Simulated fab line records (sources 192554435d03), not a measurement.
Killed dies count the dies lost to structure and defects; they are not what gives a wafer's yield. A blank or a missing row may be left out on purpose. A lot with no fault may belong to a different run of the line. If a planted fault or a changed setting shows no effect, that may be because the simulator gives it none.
fab line records	flow n5-finfet
record lots=7	wafers=21
route steps=1938 shown BEOL_M8@1335 BEOL_M9@1401 BEOL_M10@1494 BEOL_M11@1560
start-h: start of the lot's first displayed wafer, in hours after the record's first day	wait-h: time in hours since the lot's previous step	" identical to the entry in the row above	L1.1+2: several wafers, shown together as one row	- either no value or no given start	* or withheld: withheld	< > ~ a bound
route shown NAME@n: NAME is a module with steps in the file, n the number in the route of the first one	usual: average and standard deviation across the fault-free wafers	same: alike in all rows	chamber/n: place in a boat	sites: the reading at each site	_std_site: standard deviation across them	_edge_site: mean of outer sites minus mean of inner sites	radius-mm: how far each site lies from the wafer's centre	mask NAME#n: copy n	behind: the most recent tool/chamber to have shaped the wafer	hold: the reason the lot was held/the length of the hold in hours/how it ended	device: names the non-switching transistor (n, p or np)	end of line: the same wafers' tests at the end of the route	step lacking rows: just its recipe	killed: dies that structure and defects cost at the first sort, which is not the same as the wafer's yield	map: per-die view of a wafer (x killed, . not killed, _ where there is no die)
set.NAME: setting as actually run; set.NAME@STEP: the setting as run at that earlier step	model.NAME: the simulator's own value behind a step, which no gauge read
lots run with intentionally changed settings; tables by step, rows by wafer
## steps
# step N5_BEOL_M8_PECVD_70
# recipe material=SiO2	target-thk-a=200	temp-c=400	precursor=TEOS/O2	pressure-torr=5.5	rf-w=450	teos-flow-sccm=53.8	gas=O2	flow-sccm=3000	time-s=22.7
lot.wafer	tool	chamber	start-h	wait-h	set.time-s	model.SiO2_of_BEOL_M8_PECVD_70.thk-nm
L075.1	pecvd-01	2	212.68	0.0	21.04	18.2
L075.5	"	0	"	"	21.04	18.6
L075.6	"	2	"	"	22.7	19.6
L083.2	pecvd-04	1	256.18	0.0	22.7	19.6
L083.5	"	0	"	"	25.81	22.6
L083.6	"	1	"	"	25.81	22.8
L086.2	pecvd-01	2	291.66	0.0	22.7	19.6
L086.3	"	1	"	"	22.7	20
L086.4	"	2	"	"	22.7	19.8
L087.1	pecvd-02	0	301.53	0.0	22.7	20
L087.4+6	"	1,2	"	"	25.64	22.6
L090.1+4+5	pecvd-04	2,0,1	309.60	0.0	22.7	20.2
L091.2	pecvd-04	1	320.09	0.0	22.7	19.8
L091.4	"	2	"	"	22.7	20.4
L091.6	"	1	"	"	22.7	20
L095.1	pecvd-01	2	338.12	0.0	22.7	19.2
L095.2	"	0	"	"	19.97	17.4
L095.3	"	1	"	"	22.7	19.6
# step N5_BEOL_M9_ILD_DEP_00
# recipe material=SiCOH_lowk	target-thk-a=3085.1	temp-c=300	precursor=DEMS/porogen	pressure-torr=5	rf-w=500	time-s=58
lot.wafer	tool	chamber	start-h	wait-h	set.time-s	model.SiCOH_lowk_of_BEOL_M9_ILD_DEP_00.thk-nm
L075.1	pecvd-01	1	218.28	0.0	52.41	276.6
L075.5	"	0	"	"	58	316.2
L075.6	"	2	"	"	52.41	286
L083.2	pecvd-02	0	265.51	0.0	58	307.4
L083.5	"	0	"	"	58	309.8
L083.6	"	2	"	"	58	308.6
L086.2	pecvd-03	1	301.41	0.0	58	308.2
L086.3	"	2	"	"	61.15	327.4
L086.4	"	2	"	"	61.15	326.2
L087.1	pecvd-03	0	308.77	0.3	60.65	315
L087.4	"	2	"	"	58	305.8
L087.6	"	1	"	"	60.65	324.4
L090.1	pecvd-01	1	315.82	0.0	51.02	273.4
L090.4	"	2	"	"	51.02	273.6
L090.5	"	1	"	"	58	314.8
L091.2	pecvd-02	0	326.83	0.0	58	306.8
L091.4	"	0	"	"	58	311.8
L091.6	"	2	"	"	58	314.2
L095.1	pecvd-02	1	344.60	0.0	58	305.4
L095.2	"	2	"	"	58	302
L095.3	"	0	"	"	58	301.4
# step N5_BEOL_M9_CURE_71
# recipe temp-c=385	time-s=240	ambient=He/Ar	material=SiCOH_lowk
lot.wafer	tool	chamber	start-h	wait-h	set.time-s@BEOL_M9_ILD_DEP_00	model.SiCOH_lowk_of_BEOL_M9_ILD_DEP_00.thk-nm
L075.1	uv-cure-01	2	218.35	0.0	52.41	239.8
L075.5	"	2	"	"	58	274.8
L075.6	"	2	"	"	52.41	248.2
L083.2	uv-cure-03	0	265.67	0.1	58	267
L083.5	"	0	"	"	58	269.2
L083.6	"	0	"	"	58	268.2
L086.2	uv-cure-03	1	301.57	0.1	58	267.8
L086.3	"	1	"	"	61.15	284.8
L086.4	"	1	"	"	61.15	283.6
L087.1	uv-cure-01	1	308.85	0.0	60.65	273.8
L087.4	"	1	"	"	58	265.6
L087.6	"	1	"	"	60.65	282.2
L090.1	uv-cure-03	2	315.90	0.0	51.02	237
L090.4	"	2	"	"	51.02	237.2
L090.5	"	2	"	"	58	273.6
L091.2	uv-cure-01	0	326.99	0.1	58	266.4
L091.4	"	0	"	"	58	271
L091.6	"	0	"	"	58	273
L095.1	uv-cure-03	2	344.67	0.0	58	265.2
L095.2	"	2	"	"	58	262.2
L095.3	"	2	"	"	58	261.6
# step N5_BEOL_M9_THK_MEAS_01
# recipe reads=SiCOH_lowk_of_BEOL_M9_ILD_DEP_00
# usual M9_ILD_THK=268/3.4
lot.wafer	tool	chamber	start-h	wait-h	set.time-s@BEOL_M9_ILD_DEP_00	M9_ILD_THK[nm]
L075.1	film-metro-02	-	219.35	0.8	52.41	240
L075.5	"	-	"	"	58	275
L075.6	"	-	"	"	52.41	248
L083.2	film-metro-02	-	266.10	0.4	58	267
L083.5	"	-	"	"	58	269
L083.6	"	-	"	"	58	268
L086.2	film-metro-01	-	302.00	0.4	58	268
L086.3	"	-	"	"	61.15	285
L086.4	"	-	"	"	61.15	284
L087.1	film-metro-01	-	309.36	0.4	60.65	274
L087.4	"	-	"	"	58	266
L087.6	"	-	"	"	60.65	282
L090.1	film-metro-01	-	316.42	0.4	51.02	237
L090.4	"	-	"	"	51.02	237
L090.5	"	-	"	"	58	273
L091.2	film-metro-01	-	327.42	0.4	58	267
L091.4	"	-	"	"	58	271
L091.6	"	-	"	"	58	273
L095.1	film-metro-01	-	345.19	0.4	58	265
L095.2	"	-	"	"	58	262
L095.3	"	-	"	"	58	262
# step N5_BEOL_M9_COAT_05
# recipe resist=CAR-ArF	spin-rpm=1500	resist-thk-nm=90
lot.wafer	tool	chamber	start-h	wait-h	set.spin-rpm	model.CAR-ArF_of_BEOL_M9_COAT_05.thk-nm
L075.1+6	litho-track-03	0	-	-	1500	90.4
L075.5	"	0	"	"	1500	90.6
L083.2	litho-track-04	0	-	-	1500	90.4
L083.5+6	"	0	"	"	1500	90
L086.2+4	litho-track-03	0	-	-	1500	90.6
L086.3	"	0	"	"	1500	90.4
L087.1	litho-track-01	0	-	-	1500	89.8
L087.4+6	"	0	"	"	1358	94.4
L090.1	litho-track-04	0	-	-	1455	91.6
L090.4	"	0	"	"	1500	90.2
L090.5	"	0	"	"	1455	91.8
L091.2+6	litho-track-04	0	-	-	1500	90
L091.4	"	0	"	"	1500	89.8
L095.1+3	litho-track-01	0	-	-	1500	89.8
L095.2	"	0	"	"	1358	94.4
# step N5_BEOL_M9_EBR_07
# recipe solvent=PGMEA	ebr-width-mm=1.5
# step N5_BEOL_M9_SOFTBAKE_06
# recipe temp-c=110	time-s=60	resist=CAR-ArF
# step N5_BEOL_M9_DESCUM_16
# recipe chemistry=O2	time-s=7.9	source-power-w=50	bias-power-w=20	pressure-mtorr=20	rf-frequency-hz=2.712e+07	temp-c=40	resist=CAR-ArF	o2-flow-sccm=225
# step N5_BEOL_M9_ETCH_61
# recipe chemistry=CF4	target=SiARC	target-depth-a=390	mask-material=CAR-ArF	time-s=65	ion-energy-ev=80	pressure-mtorr=40	source-w=545	bias-w=36	Ar_flow_sccm=100	cf4-flow-sccm=100	ends=cleared
lot.wafer	tool	chamber	start-h	wait-h	set.spin-rpm@BEOL_M9_COAT_05	model.CAR-ArF_of_BEOL_M9_COAT_05.thk-nm
L075.1+6	rie-diel-03	3,0	222.60	0.0	1500	55.8
L075.5	"	1	"	"	1500	56
L083.2	rie-diel-06	2	268.14	0.0	1500	55.8
L083.5+6	"	3,0	"	"	1500	55.4
L086.2	rie-diel-06	3	303.98	0.0	1500	56
L086.3	"	2	"	"	1500	55.8
L086.4	"	1	"	"	1500	56.2
L087.1	rie-diel-03	1	311.06	0.0	1500	55.2
L087.4+6	"	0,1	"	"	1358	59.8
L090.1	rie-diel-06	1	317.59	0.0	1455	57
L090.4	"	3	"	"	1500	55.6
L090.5	"	0	"	"	1455	57.2
L091.2	rie-diel-05	2	328.77	0.0	1500	55.4
L091.4	"	2	"	"	1500	55.2
L091.6	"	3	"	"	1500	55.6
L095.1	rie-diel-03	0	347.49	0.0	1500	55
L095.2	"	2	"	"	1358	60
L095.3	"	3	"	"	1500	55.2
# step N5_BEOL_M9_COAT_22
# recipe resist=CAR-EUV	spin-rpm=1500	resist-thk-nm=30
lot.wafer	tool	chamber	start-h	wait-h	set.spin-rpm	model.CAR-EUV_of_BEOL_M9_COAT_22.thk-nm
L075.1	litho-track-04	0	-	-	1500	30
L075.5+6	"	0	"	"	1569	29.4
L083.2+6	litho-track-04	0	-	-	1580	29.2
L083.5	"	0	"	"	1580	29.4
L086.2+3	litho-track-04	0	-	-	1448	30.6
L086.4	"	0	"	"	1500	30
L087.1+6	litho-track-01	0	-	-	1545	29.8
L087.4	"	0	"	"	1545	29.6
L090.1+4+5	litho-track-03	0	-	-	1500	30
L091.2+4+6	litho-track-04	0	-	-	1500	30.2
L095.1	litho-track-04	0	-	-	1551	29.4
L095.2	"	0	"	"	1551	29.6
L095.3	"	0	"	"	1500	30
# step N5_BEOL_M9_EBR_24
# recipe solvent=PGMEA	ebr-width-mm=1.5
# step N5_BEOL_M9_SOFTBAKE_23
# recipe temp-c=110	time-s=60	resist=CAR-EUV
# step N5_BEOL_M9_EXPOSE_25
# recipe mask-id=V8	na=0.33	source-shape=annular	sigma-inner=0.4	sigma-outer=0.8	polarization=unpolarized	dose-mj=37.25
# step N5_BEOL_M9_PEB_26
# recipe peb-temp-c=100	peb-time-s=60	resist=CAR-EUV
# step N5_BEOL_M9_DEVELOP_27
# recipe develop-time-s=30	developer=TMAH	resist=CAR-EUV	rinse-liquid=surfactant-rinse	dry=air-spin	dev-temp-c=23
lot.wafer	tool	chamber	start-h	wait-h	set.spin-rpm@BEOL_M9_COAT_22	model.CAR-EUV_of_BEOL_M9_COAT_22.thk-nm
L075.1	litho-track-01	0	-	-	1500	29.6
L075.5	"	0	"	"	1569	28.8
L075.6	"	0	"	"	1569	29
L083.2+5+6	litho-track-01	0	-	-	1580	28.8
L086.2+3	litho-track-01	0	-	-	1448	30
L086.4	"	0	"	"	1500	29.6
L087.1+4+6	litho-track-01	0	-	-	1545	29.2
L090.1+4+5	litho-track-04	0	-	-	1500	29.6
L091.2+4+6	litho-track-01	0	-	-	1500	29.8
L095.1	litho-track-04	0	-	-	1551	29
L095.2	"	0	"	"	1551	29.2
L095.3	"	0	"	"	1500	29.6
# step N5_BEOL_M9_DESCUM_33
# recipe chemistry=O2	time-s=7	source-power-w=50	bias-power-w=20	pressure-mtorr=20	rf-frequency-hz=2.712e+07	temp-c=40	resist=CAR-EUV	o2-flow-sccm=225
# step N5_BEOL_M9_ETCH_76
# recipe chemistry=N2/H2	target=underlayer	target-depth-a=65	mask-material=CAR-EUV	time-s=5.2	ion-energy-ev=200	pressure-mtorr=30	source-w=840	bias-w=150	n2-flow-sccm=200	h2-flow-sccm=200	ends=cleared
lot.wafer	tool	chamber	start-h	wait-h	set.spin-rpm@BEOL_M9_COAT_22	model.CAR-EUV_of_BEOL_M9_COAT_22.thk-nm
L075.1	rie-diel-03	0	227.39	0.0	1500	20.4
L075.5+6	"	3,0	"	"	1569	19.6
L083.2	rie-diel-06	3	271.17	0.0	1580	19.4
L083.5+6	"	3,0	"	"	1580	19.6
L086.2	rie-diel-05	1	305.88	0.0	1448	20.8
L086.3	"	3	"	"	1448	21
L086.4	"	2	"	"	1500	20.2
L087.1+4+6	rie-diel-03	0,2,3	312.08	0.0	1545	20
L090.1+4+5	rie-diel-05	3,2,1	318.99	0.0	1500	20.4
L091.2+4+6	rie-diel-05	1,1,3	332.16	0.0	1500	20.6
L095.1+2	rie-diel-05	1,2	350.01	0.0	1551	19.8
L095.3	"	3	"	"	1500	20.4
# step N5_BEOL_M9_ETCH_65
# recipe chemistry=CF4	target=SiARC	target-depth-a=156	mask-material=CAR-EUV	time-s=26	ion-energy-ev=80	pressure-mtorr=40	source-w=545	bias-w=36	Ar_flow_sccm=100	cf4-flow-sccm=100	ends=cleared
lot.wafer	tool	chamber	start-h	wait-h	set.spin-rpm@BEOL_M9_COAT_22	model.CAR-EUV_of_BEOL_M9_COAT_22.thk-nm
L075.1	rie-diel-03	0	227.40	0.0	1500	11
L075.5+6	"	3,0	"	"	1569	10.4
L083.2+6	rie-diel-06	3,0	271.19	0.0	1580	10.2
L083.5	"	3	"	"	1580	10.4
L086.2+3	rie-diel-05	1,3	305.89	0.0	1448	11.8
L086.4	"	2	"	"	1500	11
L087.1+4+6	rie-diel-03	0,2,3	312.10	0.0	1545	10.8
L090.1+5	rie-diel-05	3,1	319.00	0.0	1500	11.2
L090.4	"	2	"	"	1500	11
L091.2+4+6	rie-diel-05	1,1,3	332.18	0.0	1500	11.4
L095.1+2	rie-diel-05	1,2	350.02	0.0	1551	10.6
L095.3	"	3	"	"	1500	11.2
# step N5_BEOL_M10_COAT_63
# recipe resist=SOC	temp-c=250	time-s=60	spin-rpm=1500	resist-thk-nm=100
lot.wafer	tool	chamber	start-h	wait-h	set.spin-rpm	model.SOC_of_BEOL_M10_COAT_63.thk-nm
L075.1	litho-track-02	0	237.16	2.4	1500	100.2
L075.5+6	"	0	"	"	1399	103.6
L083.2	litho-track-05	0	279.19	1.8	1634	95.8
L083.5	"	0	"	"	1500	100
L083.6	"	0	"	"	1634	95.4
L086.2	litho-track-04	0	312.58	0.8	1549	98.2
L086.3+4	"	0	"	"	1500	100.2
L087.1	litho-track-05	0	318.02	0.3	1399	103.4
L087.4	"	0	"	"	1500	100.2
L087.6	"	0	"	"	1500	100
L090.1	litho-track-04	0	324.25	0.1	1500	100.2
L090.4+5	"	0	"	"	1629	96.4
L091.2+4+6	litho-track-02	0	337.65	0.0	1500	99.2
L095.1	litho-track-05	0	359.02	2.4	1500	100.2
L095.2	"	0	"	"	1432	102.2
L095.3	"	0	"	"	1432	102.4
# step N5_BEOL_M10_COAT_64
# recipe resist=SiARC	temp-c=220	time-s=60	spin-rpm=1500	resist-thk-nm=30
# step N5_BEOL_M10_COAT_22
# recipe resist=CAR-ArF	spin-rpm=1500	resist-thk-nm=90
# step N5_BEOL_M10_DESCUM_33
# recipe chemistry=O2	time-s=7.9	source-power-w=50	bias-power-w=20	pressure-mtorr=20	rf-frequency-hz=2.712e+07	temp-c=40	resist=CAR-ArF	o2-flow-sccm=225
# step N5_BEOL_M10_ETCH_65
# recipe chemistry=CF4	target=SiARC	target-depth-a=390	mask-material=CAR-ArF	time-s=65	ion-energy-ev=80	pressure-mtorr=40	source-w=545	bias-w=36	Ar_flow_sccm=100	cf4-flow-sccm=100	ends=cleared
# step N5_BEOL_M10_ETCH_66
# recipe chemistry=N2/H2	target=SOC	target-depth-a=1200	overetch-a=240	mask-material=SiARC	temp-c=40	time-s=180	ion-energy-ev=200	pressure-mtorr=30	source-w=840	bias-w=150	n2-flow-sccm=200	h2-flow-sccm=200
lot.wafer	tool	chamber	start-h	wait-h	set.spin-rpm@BEOL_M10_COAT_63	model.etch.depth-nm
L075.1	rie-diel-02	3	237.71	0.0	1500	100.1
L075.5+6	"	2,3	"	"	1399	103.7
L083.2	rie-diel-04	3	279.73	0.0	1634	95.78
L083.5	"	3	"	"	1500	100
L083.6	"	1	"	"	1634	95.38
L086.2	rie-diel-01	1	313.87	0.0	1549	98.29
L086.3+4	"	3,0	"	"	1500	100.2
L087.1	rie-diel-01	1	318.44	0.0	1399	103.5
L087.4	"	2	"	"	1500	100.1
L087.6	"	1	"	"	1500	99.91
L090.1	rie-diel-04	0	324.80	0.0	1500	100.3
L090.4+5	"	3,0	"	"	1629	96.45
L091.2	rie-diel-01	2	338.07	0.0	1500	99.12
L091.4	"	1	"	"	1500	99.23
L091.6	"	2	"	"	1500	99.27
L095.1	rie-diel-01	2	360.40	0.0	1500	100.2
L095.2	"	1	"	"	1432	102.2
L095.3	"	3	"	"	1432	102.3
# step N5_BEOL_M10_STRIP_69
# recipe chemistry=N2/H2	temp-c=40	n2-flow-sccm=200	h2-flow-sccm=200	rf-frequency-hz=6e+07
# step N5_BEOL_M10_VIA_ETCH_34
# recipe chemistry=C4F6/O2	target=SiCOH_lowk	target-depth-a=1845	mask-material=SOC	taper-deg=4	time-s=69.2	ion-energy-ev=250	pressure-mtorr=30	source-w=345	bias-w=185	Ar_flow_sccm=300	C4F6_flow_sccm=10	O2_flow_sccm=10
lot.wafer	tool	chamber	start-h	wait-h	set.spin-rpm@BEOL_M10_COAT_63	model.SOC_of_BEOL_M10_COAT_63.thk-nm
L075.1	rie-diel-02	3	237.83	0.0	1500	92.2
L075.5	"	2	"	"	1399	95.6
L075.6	"	3	"	"	1399	95.8
L083.2	rie-diel-04	3	279.86	0.0	1634	87.6
L083.5	"	3	"	"	1500	92
L083.6	"	1	"	"	1634	87.4
L086.2	rie-diel-01	1	313.99	0.0	1549	90.2
L086.3+4	"	3,0	"	"	1500	92.2
L087.1	rie-diel-01	1	318.56	0.0	1399	95.4
L087.4+6	"	2,1	"	"	1500	92
L090.1	rie-diel-04	0	324.92	0.0	1500	92
L090.4	"	3	"	"	1629	88.4
L090.5	"	0	"	"	1629	88.2
L091.2	rie-diel-01	2	338.20	0.0	1500	91
L091.4+6	"	1,2	"	"	1500	91.2
L095.1	rie-diel-01	2	360.53	0.0	1500	92.2
L095.2	"	1	"	"	1432	94
L095.3	"	3	"	"	1432	94.4
# step N5_BEOL_M11_COAT_63
# recipe resist=SOC	temp-c=250	time-s=60	spin-rpm=1500	resist-thk-nm=100
lot.wafer	tool	chamber	start-h	wait-h	set.spin-rpm	model.SOC_of_BEOL_M11_COAT_63.thk-nm
L075.1	litho-track-01	0	246.75	3.5	1655	95
L075.5	"	0	"	"	1500	99.8
L075.6	"	0	"	"	1500	100.2
L083.2	litho-track-03	0	287.25	0.9	1500	100.4
L083.5	"	0	"	"	1500	100.6
L083.6	"	0	"	"	1645	96
L086.2	litho-track-02	0	320.75	0.2	1404	103
L086.3	"	0	"	"	1500	99.6
L086.4	"	0	"	"	1500	99.4
L087.1	litho-track-02	0	324.06	0.4	1500	99.4
L087.4	"	0	"	"	1500	99.8
L087.6	"	0	"	"	1592	97
L090.1+5	litho-track-03	0	335.15	1.2	1500	100
L090.4	"	0	"	"	1571	97.6
L091.2+4	litho-track-02	0	349.08	2.2	1500	99.6
L091.6	"	0	"	"	1500	100
L095.1	litho-track-02	0	369.16	2.0	1500	99.8
L095.2	"	0	"	"	1410	103.4
L095.3	"	0	"	"	1500	100.2
## key
split step=N5_BEOL_M8_PECVD_70	setting=time-s	stated=22.7	by=wafer
response step=N5_BEOL_M8_PECVD_70	reading=model.SiO2_of_BEOL_M8_PECVD_70.thk-nm	change=+0.197	per=1%	r=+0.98
split step=N5_BEOL_M9_ILD_DEP_00	setting=time-s	stated=58	by=wafer
response step=N5_BEOL_M9_ILD_DEP_00	reading=model.SiCOH_lowk_of_BEOL_M9_ILD_DEP_00.thk-nm	change=+3.46	per=1%	r=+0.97
response step=N5_BEOL_M9_CURE_71	reading=model.SiCOH_lowk_of_BEOL_M9_ILD_DEP_00.thk-nm	change=+3.06	per=1%	r=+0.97
response step=N5_BEOL_M9_THK_MEAS_01	reading=M9_ILD_THK	change=+3.06	per=1%	r=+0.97
split step=N5_BEOL_M9_COAT_05	setting=spin-rpm	stated=1500	by=wafer
response step=N5_BEOL_M9_COAT_05	reading=model.CAR-ArF_of_BEOL_M9_COAT_05.thk-nm	change=-0.487	per=1%	r=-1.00
response step=N5_BEOL_M9_ETCH_61	reading=model.CAR-ArF_of_BEOL_M9_COAT_05.thk-nm	change=-0.502	per=1%	r=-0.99
split step=N5_BEOL_M9_COAT_22	setting=spin-rpm	stated=1500	by=wafer
response step=N5_BEOL_M9_COAT_22	reading=model.CAR-EUV_of_BEOL_M9_COAT_22.thk-nm	change=-0.146	per=1%	r=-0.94
response step=N5_BEOL_M9_DEVELOP_27	reading=model.CAR-EUV_of_BEOL_M9_COAT_22.thk-nm	change=-0.141	per=1%	r=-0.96
response step=N5_BEOL_M9_ETCH_76	reading=model.CAR-EUV_of_BEOL_M9_COAT_22.thk-nm	change=-0.182	per=1%	r=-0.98
response step=N5_BEOL_M9_ETCH_65	reading=model.CAR-EUV_of_BEOL_M9_COAT_22.thk-nm	change=-0.169	per=1%	r=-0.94
split step=N5_BEOL_M10_COAT_63	setting=spin-rpm	stated=1500	by=wafer
response step=N5_BEOL_M10_COAT_63	reading=model.SOC_of_BEOL_M10_COAT_63.thk-nm	change=-0.483	per=1%	r=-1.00
response step=N5_BEOL_M10_ETCH_66	reading=model.etch.depth-nm	change=-0.489	per=1%	r=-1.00
response step=N5_BEOL_M10_VIA_ETCH_34	reading=model.SOC_of_BEOL_M10_COAT_63.thk-nm	change=-0.486	per=1%	r=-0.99
split step=N5_BEOL_M11_COAT_63	setting=spin-rpm	stated=1500	by=wafer
response step=N5_BEOL_M11_COAT_63	reading=model.SOC_of_BEOL_M11_COAT_63.thk-nm	change=-0.49	per=1%	r=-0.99
